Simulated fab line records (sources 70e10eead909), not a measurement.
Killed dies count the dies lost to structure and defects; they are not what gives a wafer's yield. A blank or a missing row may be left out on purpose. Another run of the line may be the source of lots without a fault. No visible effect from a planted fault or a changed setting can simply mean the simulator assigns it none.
What tool caused it? | flow nand harc | 72 wafers from 24 lots sampled at 2 of the route's 1302 steps

WHAT EACH GAUGE READ, for each wafer
NHARC_A_CHANNEL_HOLE_D2_INSPECT_12.
lot  | measured     | on                | raw defect count
L074 | day 13 06:07 | defect inspect-01 | 7 6 2
L075 | day 14 05:59 | defect inspect-01 | 0 4 5
L076 | day 14 06:09 | defect inspect-02 | 53 59 49
L077 | day 14 16:44 | defect inspect-01 | 2 1 7
L078 | day 14 19:07 | defect inspect-02 | 8 6 5
L079 | day 15 12:51 | defect inspect-02 | 9 6 6
L080 | day 15 20:22 | defect inspect-01 | 62 55 58
L081 | day 15 20:13 | defect inspect-01 | 8 7 9
L082 | day 16 06:47 | defect inspect-02 | 57 54 64
L083 | day 17 11:01 | defect inspect-02 | 58 50 63
L085 | day 17 12:53 | defect inspect-02 | 9 7 8
L084 | day 17 13:32 | defect inspect-02 | 66 67 50
L086 | day 18 04:42 | defect inspect-02 | 9 7 8
L087 | day 18 15:41 | defect inspect-01 | 65 55 52
L089 | day 19 13:59 | defect inspect-02 | 62 38 53
L088 | day 19 14:32 | defect inspect-02 | 17 15 19
L090 | day 19 20:09 | defect inspect-02 | 19 14 15
L091 | day 19 20:25 | defect inspect-01 | 57 75 57
L092 | day 20 18:53 | defect inspect-01 | 16 20 23
L093 | day 20 19:19 | defect inspect-02 | 49 57 66
L094 | day 22 03:05 | defect inspect-01 | 8 4 8
L095 | day 22 04:59 | defect inspect-01 | 5 2 3
L097 | day 22 19:44 | defect inspect-01 | 27 23 24
L096 | day 22 20:21 | defect inspect-01 | 4 2 6

EACH LOT AND THE TOOL THAT RAN IT (in order: tool; ch and the chambers of the sampled wafers; start)
lot  | NHARC_A_CHANNEL_HOLE_D2_DEP_01
L074 | pecvd-03 ch 1,2, day 13 05:16
L075 | pecvd-03 ch 1,2, day 14 05:10
L076 | pecvd-03 ch 0,1,2, day 14 05:19
L077 | pecvd-01 ch 0,1,2, day 14 15:57
L078 | pecvd-02 ch 0,2, day 14 18:16
L079 | pecvd-03 ch 0,1,2, day 15 11:59
L080 | pecvd-02 ch 1,2, day 15 19:21
L081 | pecvd-03 ch 0,2, day 15 19:23
L082 | pecvd-03 ch 1,2, day 16 06:00
L083 | pecvd-01 ch 0,1,2, day 17 10:11
L085 | pecvd-03 ch 0,1, day 17 12:03
L084 | pecvd-01 ch 0,2, day 17 12:43
L086 | pecvd-03 ch 0,2, day 18 04:01
L087 | pecvd-02 ch 0,1,2, day 18 14:50
L089 | pecvd-03 ch 0,1,2, day 19 13:14
L088 | pecvd-01 ch 0,2, day 19 13:43
L090 | pecvd-02 ch 0,1,2, day 19 19:20
L091 | pecvd-01 ch 0,1,2, day 19 19:36
L092 | pecvd-01 ch 0,1,2, day 20 18:04
L093 | pecvd-03 ch 0,1,2, day 20 18:27
L094 | pecvd-02 ch 0,1,2, day 22 02:14
L095 | pecvd-01 ch 1,2, day 22 04:11
L097 | pecvd-03 ch 1,2, day 22 18:55
L096 | pecvd-02 ch 1,2, day 22 19:30
- NHARC_A_CHANNEL_HOLE_D2_DEP_01: deposits SiON, target thk 140 nm.

WHAT THE TOOLS THEMSELVES READ (means of the sampled wafers that have a number; where no wafer has one, the mark that the record gives instead)
NHARC_A_CHANNEL_HOLE_D2_DEP_01.
lot  | tool     | heater power w (W)
L074 | pecvd-03 | 713
L075 | pecvd-03 | 687
L076 | pecvd-03 | 660
L077 | pecvd-01 | 692
L078 | pecvd-02 | 772
L079 | pecvd-03 | 733
L080 | pecvd-02 | 686
L081 | pecvd-03 | 665
L082 | pecvd-03 | 729
L083 | pecvd-01 | 732
L085 | pecvd-03 | 738
L084 | pecvd-01 | 681
L086 | pecvd-03 | 729
L087 | pecvd-02 | 720
L089 | pecvd-03 | 715
L088 | pecvd-01 | 745
L090 | pecvd-02 | 729
L091 | pecvd-01 | 665
L092 | pecvd-01 | 678
L093 | pecvd-03 | 705
L094 | pecvd-02 | 718
L095 | pecvd-01 | 663
L097 | pecvd-03 | 707
L096 | pecvd-02 | 731

THE ANSWER, worked out from the rows above alone
Rule: the usual values come from the lots themselves. Put in order of their means at a reading, lots are off if they are a third of the lots or fewer, leave a main group of 4 or more, and stand apart from it by a gap of 3 or more times the standard deviation of the main group's means; of several such gaps the widest counts. The tables above print the reading to a certain number of digits; a main group whose means all agree to those digits is not used. Also off: a lot with no number at a reading for which 4 or more lots have one. All remaining lots with rows at the step are treated as sound. After the gauges, taken in route order, come the tools' own readings; for these a lot's mean is taken, as printed above. The first step at which some lot is off is used, and at that step the reading that is off furthest; a lot without a number counts as furthest.
Nothing can be told from this: no lot is off at any reading shown.

WHAT HAD BEEN PUT IN BY THE SIMULATOR
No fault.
